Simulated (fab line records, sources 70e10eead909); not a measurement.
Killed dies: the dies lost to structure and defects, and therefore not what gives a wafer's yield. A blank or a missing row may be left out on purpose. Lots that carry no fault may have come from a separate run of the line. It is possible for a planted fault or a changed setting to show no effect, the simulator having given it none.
Which tool did it? -- flow nandHarc -- 12 lots with 34 wafers sampled at 6 steps, on a route of 1302 steps

WHAT THE GAUGES READ, wafer by wafer
NHARC_A_ONON_D2_THK_MEAS_11: measures by ellipsometry.
lot,measured,on,thkNm (nm)
L106,day 12 14:35,filmMetro-01,1015 1013 1012
L107,day 13 12:50,filmMetro-02,1003 1003 1003
L109,day 13 22:38,filmMetro-01,999 999 997
L110,day 15 08:50,filmMetro-01,983 984 983
L116,day 16 20:13,filmMetro-01,997 998 998
L115,day 16 20:23,filmMetro-01,1007 1009 1007
L120,day 18 07:04,filmMetro-01,1021 1020 1019
L119,day 18 06:51,filmMetro-02,995 996 996
L118,day 18 06:55,filmMetro-01,983 987 986
L122,day 19 12:20,filmMetro-01,649 651
L123,day 20 08:32,filmMetro-01,667 668
L128,day 22 00:39,filmMetro-02,999 999 999

NHARC_END_SORT_01.
lot,measured,on,killedAtArray,killedAtOther,killedAtPeriphery,killedDies,killedOpen,killedShort
L122,day 31 11:38,prober-01,675 676,0 0,2 1,677 677,3 5,2 0
L123,day 32 04:36,prober-01,668 669,0 0,9 8,677 677,3 3,2 1

EACH LOT AND THE TOOL THAT RAN IT (in order: tool; ch and the chambers of the sampled wafers; start)
lot,NHARC_A_CHANNEL_HOLE_D1_STRIP_27,NHARC_A_CHANNEL_FILL_D1_STRIP_28,NHARC_A_DECK1_JOINT_CMP_02,NHARC_A_ONON_D2_DEP_09
L106,"rieDiel-01 ch 0,3, day 10 02:29 or earlier","rieDiel-03 ch 2,3, day 10 02:29","cmp-03 ch 0,1,2, day 12 11:25","pecvdOnon-02 ch 0, day 12 14:11"
L107,"rieDiel-07 ch 0,2,3, day 11 02:37 or earlier","rieDiel-02 ch 0,1, day 11 02:37","cmp-01 ch 0,2,3, day 13 09:49","pecvdOnon-01 ch 0, day 13 12:23"
L109,"rieDiel-04 ch 0,1,3, day 11 10:52 or earlier","rieDiel-02 ch 0,2,3, day 11 10:52","cmp-01 ch 1,2,3, day 13 19:40","pecvdOnon-01 ch 0, day 13 22:07"
L110,"rieDiel-07 ch 0,2,3, day 11 22:44 or earlier","rieDiel-03 ch 0,1,3, day 11 22:44","cmp-04 ch 1,2,3, day 15 05:32","pecvdOnon-04 ch 0, day 15 08:23"
L116,"rieDiel-07 ch 0,1,2, day 14 03:53 or earlier","rieDiel-13 ch 1,2, day 14 03:53","cmp-01 ch 1,2, day 16 17:07","pecvdOnon-02 ch 0, day 16 19:49"
L115,"rieDiel-04 ch 1,3, day 14 03:54 or earlier","rieDiel-02 ch 0,1, day 14 03:54","cmp-03 ch 1,3, day 16 17:07","pecvdOnon-01 ch 0, day 16 19:56"
L120,"rieDiel-07 ch 2,3, day 15 17:10 or earlier","rieDiel-03 ch 0,1,2, day 15 17:10","cmp-04 ch 0,3, day 18 03:44","pecvdOnon-04 ch 0, day 18 06:33"
L119,"rieDiel-01 ch 0,1,3, day 15 17:10 or earlier","rieDiel-02 ch 0,2, day 15 17:10","cmp-03 ch 1,2,3, day 18 03:44","pecvdOnon-01 ch 0, day 18 06:20"
L118,"rieDiel-07 ch 0,2,3, day 15 20:20 or earlier","rieDiel-13 ch 2,3, day 15 20:20","cmp-01 ch 0,1,2, day 18 03:44","pecvdOnon-02 ch 0, day 18 06:28"
L122,"rieDiel-07 ch 0, day 16 22:08 or earlier","rieDiel-13 ch 0,2, day 16 22:08","cmp-03 ch 0,2, day 19 09:23","pecvdOnon-01 ch 0, day 19 11:50"
L123,"rieDiel-04 ch 0,2, day 17 18:47 or earlier","rieDiel-03 ch 2, day 17 18:47","cmp-03 ch 0,1, day 20 05:36","pecvdOnon-01 ch 0, day 20 08:02"
L128,"rieDiel-07 ch 1,2,3, day 19 10:06 or earlier","rieDiel-13 ch 1,2,3, day 19 10:06","cmp-04 ch 0,1,3, day 21 20:41","pecvdOnon-02 ch 0, day 22 00:11"
- NHARC_A_CHANNEL_HOLE_D1_STRIP_27: strips in O2.
- NHARC_A_CHANNEL_FILL_D1_STRIP_28: strips in O2, time 20 s.
- NHARC_A_DECK1_JOINT_CMP_02: polishes SiOx.
- NHARC_A_ONON_D2_DEP_09: target thk 1000 nm.

AS READ BY THE TOOLS THEMSELVES (means over the sampled wafers that have a number; for cases with no such wafer, the mark the record gives instead)
NHARC_A_CHANNEL_HOLE_D1_STRIP_27.
lot,tool,chamberPressureMTorr (mTorr),drypumpMotorCurrentA (A),oesProductAu (a.u.),rfVppV (V),showerheadPlenumPTorr (Torr),throttleValvePct (%)
L106,rieDiel-01,60.02,6.5,1.009,56.8,3.47,17.038
L107,rieDiel-07,60.08,5.9,0.992,57.6,3.47,17.039
L109,rieDiel-04,60.00,5.9,1.000,57.7,3.43,17.031
L110,rieDiel-07,59.96,5.9,1.001,57.2,3.47,17.048
L116,rieDiel-07,60.02,5.8,1.008,57.6,3.46,17.039
L115,rieDiel-04,60.06,6.2,0.997,57.6,3.35,17.041
L120,rieDiel-07,60.00,5.7,0.998,57.0,3.40,17.031
L119,rieDiel-01,59.97,6.4,0.995,57.4,3.45,17.042
L118,rieDiel-07,60.02,5.9,1.007,57.4,3.46,17.035
L122,rieDiel-07,59.98,6.0,1.012,58.0,3.57,17.031
L123,rieDiel-04,59.94,5.3,1.000,59.0,3.53,17.037
L128,rieDiel-07,59.96,5.9,1.012,57.3,3.41,17.034

NHARC_A_CHANNEL_FILL_D1_STRIP_28.
lot,tool,chamberPressureMTorr (mTorr),drypumpMotorCurrentA (A),oesProductAu (a.u.),rfVppV (V),showerheadPlenumPTorr (Torr),throttleValvePct (%)
L106,rieDiel-03,59.96,5.7,1.010,57.0,3.38,17.030
L107,rieDiel-02,60.02,5.1,0.999,58.2,3.69,17.036
L109,rieDiel-02,59.98,5.5,0.992,58.5,3.74,17.035
L110,rieDiel-03,60.03,5.7,0.989,57.7,3.42,17.036
L116,rieDiel-13,60.01,5.3,0.998,57.5,3.34,17.040
L115,rieDiel-02,59.95,5.2,0.987,57.9,3.68,17.038
L120,rieDiel-03,59.99,5.7,1.000,58.6,3.46,17.032
L119,rieDiel-02,60.08,5.3,0.998,57.8,3.70,17.035
L118,rieDiel-13,59.96,5.8,1.004,57.2,3.33,17.038
L122,rieDiel-13,59.98,5.3,1.010,57.2,3.39,17.040
L123,rieDiel-03,59.97,5.5,0.982,57.7,3.42,17.044
L128,rieDiel-13,60.01,5.6,0.992,57.3,3.33,17.036

NHARC_A_DECK1_JOINT_CMP_02.
lot,tool,motorCurrentA (A),slurryFlowMlMin
L106,cmp-03,10.4,149.6
L107,cmp-01,13.1,149.9
L109,cmp-01,13.1,150.5
L110,cmp-04,13.4,150.0
L116,cmp-01,13.3,149.8
L115,cmp-03,11.4,149.7
L120,cmp-04,12.4,150.6
L119,cmp-03,11.2,150.2
L118,cmp-01,13.2,149.5
L122,cmp-03,10.4,149.9
L123,cmp-03,10.6,150.3
L128,cmp-04,12.9,150.6

THE ANSWER, worked out from the rows above alone
Rule: the usual values come from the lots themselves. Put in order of their means at a reading, lots are off if they are a third of the lots or fewer, leave a main group of 4 or more, and stand apart from it by a gap of 3 or more times the standard deviation of the main group's means; of several such gaps the widest counts. The tables above print the reading to a certain number of digits; a main group whose means all agree to those digits is not used. A lot without any number at a reading at which 4 lots or more have one is off too. Any other lot the step has rows for is counted as sound. After the gauges, taken in route order, come the tools' own readings; for these a lot's mean is taken, as printed above. The first step at which some lot is off is used, and at that step the reading that is off furthest; a lot without a number counts as furthest.
Off: L122, L123, at NHARC_A_ONON_D2_THK_MEAS_11 (thkNm). Main group: mean 1000 nm, sd 11.
If a tool, at a process step before that reading, ran all the lots that are off and no sound lot after the first of them, it fits. The gauges at NHARC_A_ONON_D2_THK_MEAS_11 are tried like those tools. With no start given for some of its lots, NHARC_A_CHANNEL_HOLE_D1_STRIP_27 uses the hours and lot order of NHARC_A_CHANNEL_FILL_D1_STRIP_28. Can't be told from this: 3 tools fit, cmp-03 at NHARC_A_DECK1_JOINT_CMP_02, pecvdOnon-01 at NHARC_A_ONON_D2_DEP_09, filmMetro-01 at NHARC_A_ONON_D2_THK_MEAS_11.

WHAT THE SIMULATOR PUT IN
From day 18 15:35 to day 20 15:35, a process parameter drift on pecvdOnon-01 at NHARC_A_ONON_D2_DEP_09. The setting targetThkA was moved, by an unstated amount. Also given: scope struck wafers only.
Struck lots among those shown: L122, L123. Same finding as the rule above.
